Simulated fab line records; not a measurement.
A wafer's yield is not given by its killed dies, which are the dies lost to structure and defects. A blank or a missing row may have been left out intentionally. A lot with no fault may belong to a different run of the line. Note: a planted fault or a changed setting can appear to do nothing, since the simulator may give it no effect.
A struck lot beside a sound one	flow n5Finfet	16 out of 1938 route steps
Sound: wafers L549.1, L549.3, L549.6. Wafers L540.2, L540.3, L540.5 were the ones struck. The cause is named last.
For every step that has rows: the tool of each side, followed by ch and its chambers, followed by its first start. Under that, the readings that differ: sound wafers	struck wafers	difference of the means	sigmas: that difference in standard deviations of wafers without a fault.
alike: words and numbers the same on both sides, and readings whose means are apart by under 2 such deviations; not compared: readings that were withheld, readings missing a value for some wafer, numbers with overlapping values and no deviation given by the record, and bounds like >300 which may hide the same value.
The two part at a step that has a row with sigmas, a row that says differs or no value, or rows on one side only. Numbers that have no deviation but don't overlap get no sigmas and don't part them. A reading missing from all wafers of one side parts the sides only when that side holds two or more wafers.

first, 4 steps without rows for these wafers: N5_BEOL_M2_HM_STRIP_39 (strips TiN in peroxide tin strip, target depth 25 nm, time 158 s); N5_BEOL_M2_SRD_40 (time 30 s); N5_BEOL_M2_PRECLEAN_42 (cleans in residue remover, time 60 s); N5_BEOL_M2_SRD_43 (time 30 s).
N5_BEOL_M2_CD_MEAS_35: target cd 18 nm, target cd y 22.2 nm.
  sound on cdSem-03, day 12 01:01; struck on cdSem-01, day 9 09:25
  alike: cdNm
N5_BEOL_M2_DEGAS_44: time 60 s.
  sound on pvdSputter-02, day 12 01:05; struck on pvdSputter-03, day 9 09:58
  alike: heaterPowerW
then, 1 step without rows for these wafers: N5_BEOL_M2_PRE_CLEAN_45 (time 30 s).
N5_BEOL_M2_ALD_84: deposits TaN, pulse time 2 s, purge time 3 s, co reactant purge time 2 s.
  sound on aldMetal-02 ch 0,1,3, day 12 01:11; struck on aldMetal-03 ch 0,2,3, day 9 10:05
  alike: heaterPowerW, precursorVesselPressureTorr
N5_BEOL_M2_SURFACE_TREAT_85:
  sound on pvdSputter-02, day 12 01:34; struck on pvdSputter-03, day 9 10:19
  not compared: throttleValvePct
then, 1 step without rows for these wafers: N5_BEOL_M2_CVD_47 (deposits Co from CCTBA/H2, target thk 3 nm, time 223.8 s).
N5_BEOL_M2_SPUTTER_48: material Cu, target thk 4.5 nm, time 8.29 s.
  sound on pvdSputter-01, day 12 01:52; struck on pvdSputter-03, day 9 10:35
reading	sound	struck	difference	sigmas
chamberPressurePa (Pa)	0.06978 0.06978 0.06976	0.07012 0.07003 0.07007	+0.00030	+2
  alike: chuckGasFlowSccm, chuckSensorTempC, throttleValvePct
then, 1 step without rows for these wafers: N5_BEOL_M2_ANNEAL_49 (time 240 s).
N5_BEOL_M2_SPUTTER_79: material Cu, target thk 4.5 nm, time 8.29 s.
  sound on pvdSputter-01, day 12 02:05; struck on pvdSputter-03, day 9 10:48
  no value came back on the struck wafers for chamberPressurePa (Pa), chuckGasFlowSccm (sccm), chuckSensorTempC (C), throttleValvePct (%); on the sound wafers chamberPressurePa (Pa) reads 0.07018 0.06986 0.07012
N5_BEOL_M2_ANNEAL_80: time 240 s.
  sound on pvdSputter-01, day 12 02:10; struck on pvdSputter-03, day 9 10:53
  alike: heaterPowerW
N5_BEOL_M4_RC_MEAS_101:
  sound on prober-01 ch 0, day 13 16:47; struck on prober-01 ch 0, day 11 05:23
reading	sound	struck	difference	sigmas
IOFF_N (nA/um)	0.226 0.212 0.187	0.168 0.156 0.150	-0.050	-2
  alike: DIBL_N, DIBL_P, IOFF_P, ION_N, ION_P, SS_N, SS_P, VT_N, VT_P
-- record jumps: 5 days separate the struck wafers' starts on either side; left off in module BEOL_M4, taken up again in module PASSIVATION, whose first shown step is the route's number 1936 --
N5_PASSIVATION_PROBE_49:
  record: rows for the struck wafers here (prober-02, day 15 21:28), none for the sound ones

== WHERE THEY PART ==
First at N5_BEOL_M2_SPUTTER_48; last, within this record, at N5_PASSIVATION_PROBE_49.

WHY: the cause the simulator had injected
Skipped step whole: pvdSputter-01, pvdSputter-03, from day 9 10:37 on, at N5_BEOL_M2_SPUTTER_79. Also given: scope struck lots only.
